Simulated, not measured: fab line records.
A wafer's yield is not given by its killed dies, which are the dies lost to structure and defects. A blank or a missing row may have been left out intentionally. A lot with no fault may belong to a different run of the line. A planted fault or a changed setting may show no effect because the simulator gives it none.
Check of tool commonality -- flow nand_harc -- 1 lot, 3 wafers sampled

## THE REASON FOR OPENING IT
At NHARC_END_SORT_01 the reading killed_at_periphery is flagged on 1 of 1 lot. No-fault wafers: 2.6, standard deviation 2.1.
Rule: a lot is flagged when every wafer of it that has a number lies more than 4 standard deviations from that mean, or none has a number. The other lots count as sound.

lot,measured,on,"killed_at_periphery, wafer by wafer",flag
L994,day 25 11:08,prober-02,655 664 658,FLAGGED
Averaged over the flagged lots the numbers come to 659.0, +656.4 from the usual (+99 or more standard deviations).

## LOT BY LOT: THE TOOL USED
Before the reading, the record contains 2 process steps out of a 1159-step route. In each cell: the tool, then ch and the chambers that the sampled wafers went through, then the start.
lot,flag,NHARC_P_ZERO_WELL_EXPOSE_34,NHARC_P_ZERO_WELL_RTA_42
L994,FLAGGED,"krf_scanner-02 ch 0, day 3 12:11","rtp_anneal-02 ch 0, day 3 15:11"
What is done by these steps:
- NHARC_P_ZERO_WELL_EXPOSE_34: exposes mask P PWELL, target cd 720 nm.
- NHARC_P_ZERO_WELL_RTA_42: time 300 s.
- NHARC_END_SORT_01

## FLAGGED OVER TOTAL, TOOL BY TOOL (the gauges that took the reading come last)
step,tool,lots run,flagged,share of the flagged lots,sound lots run after its first flagged lot
NHARC_P_ZERO_WELL_EXPOSE_34,krf_scanner-02,1,1,all,0
NHARC_P_ZERO_WELL_RTA_42,rtp_anneal-02,1,1,all,0
NHARC_END_SORT_01,prober-02,1,1,all,0

## WHAT THE TABLE PERMITS
krf_scanner-02 at NHARC_P_ZERO_WELL_EXPOSE_34, rtp_anneal-02 at NHARC_P_ZERO_WELL_RTA_42 and prober-02 at NHARC_END_SORT_01: these 3 rows of the table ran every flagged lot.
- krf_scanner-02 at NHARC_P_ZERO_WELL_EXPOSE_34: 1 of its 1 lot flagged. It ran no sound lot before its first flagged lot in this sample, so the start can't be narrowed down.
- rtp_anneal-02 at NHARC_P_ZERO_WELL_RTA_42: 1 of its 1 lot flagged. It ran no sound lot before its first flagged lot in this sample, so the start can't be narrowed down.
- prober-02 at NHARC_END_SORT_01: 1 of its 1 lot flagged. It ran no sound lot before its first flagged lot in this sample, so the start can't be narrowed down.
Because each of these 3 tools fits a fault that began at some hour, counting lots does not separate them. More lots, or a look at what each step does to the wafer, might.

## WHAT THE SIMULATOR HAD PUT IN
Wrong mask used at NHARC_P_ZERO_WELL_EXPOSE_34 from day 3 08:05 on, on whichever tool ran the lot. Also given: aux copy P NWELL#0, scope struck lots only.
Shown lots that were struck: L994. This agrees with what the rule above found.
